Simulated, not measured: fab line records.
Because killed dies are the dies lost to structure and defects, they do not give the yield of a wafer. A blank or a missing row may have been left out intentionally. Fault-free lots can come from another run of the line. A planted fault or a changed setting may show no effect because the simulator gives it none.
Matching of chambers || flow n5_finfet || N5_BEOL_M9_ILD_DEP_00 on pecvd-02 has 3 sister chambers
The step deposits SiCOH lowk from DEMS/porogen, target thk 308.51 nm, time 58 s. 3 wafers are shown with their chamber, then 8 later ones without.

## WAFERS PAIRED WITH THEIR CHAMBERS
{"wafer": "L084.2", "chamber": 1, "throttle_valve_pct (%)": 12.7}
{"wafer": "L084.5", "chamber": 2, "throttle_valve_pct (%)": 13.6}
{"wafer": "L093.3", "chamber": 0, "throttle_valve_pct (%)": 14.4}

## WAFERS MISSING THEIR CHAMBER
{"wafer": "L093.4", "throttle_valve_pct (%)": 12.9}
{"wafer": "L093.6", "throttle_valve_pct (%)": 13.8}
{"wafer": "L094.1", "throttle_valve_pct (%)": 13.5}
{"wafer": "L094.5", "throttle_valve_pct (%)": 13.7}
{"wafer": "L094.6", "throttle_valve_pct (%)": 13.0}
{"wafer": "L095.2", "throttle_valve_pct (%)": 14.5}
{"wafer": "L095.4", "throttle_valve_pct (%)": 13.0}
{"wafer": "L095.6", "throttle_valve_pct (%)": 13.6}

## WHICH CHAMBER EACH ONE RAN IN
{"wafer": "L093.4", "from the rows above": 1, "in truth": 1}
{"wafer": "L093.6", "from the rows above": 2, "in truth": 2}
{"wafer": "L094.1", "from the rows above": 2, "in truth": 2}
{"wafer": "L094.5", "from the rows above": 2, "in truth": 2}
{"wafer": "L094.6", "from the rows above": "can't be placed: 1 or 2", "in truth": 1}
{"wafer": "L095.2", "from the rows above": 0, "in truth": 0}
{"wafer": "L095.4", "from the rows above": "can't be placed: 1 or 2", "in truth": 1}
{"wafer": "L095.6", "from the rows above": 2, "in truth": 2}
Correct placement for 6 of the 8. From these rows, 2 cannot be placed; in 2 the true chamber is one of the candidates. Placed wrongly: 0.
How it was worked out, from the rows above alone: a wafer's distance from a chamber is the root of the sum, over the readings, of the square of ((its reading less the chamber's mean) divided by the reading's scatter). If the next closest chamber is less than 2 further off than the closest, the wafer can't be placed; otherwise it belongs to the closest. A chamber's mean is the mean of its shown wafers. The scatter: with one shown wafer a chamber, the root of the mean of the squares of how far each hidden wafer lies from its nearest shown one.
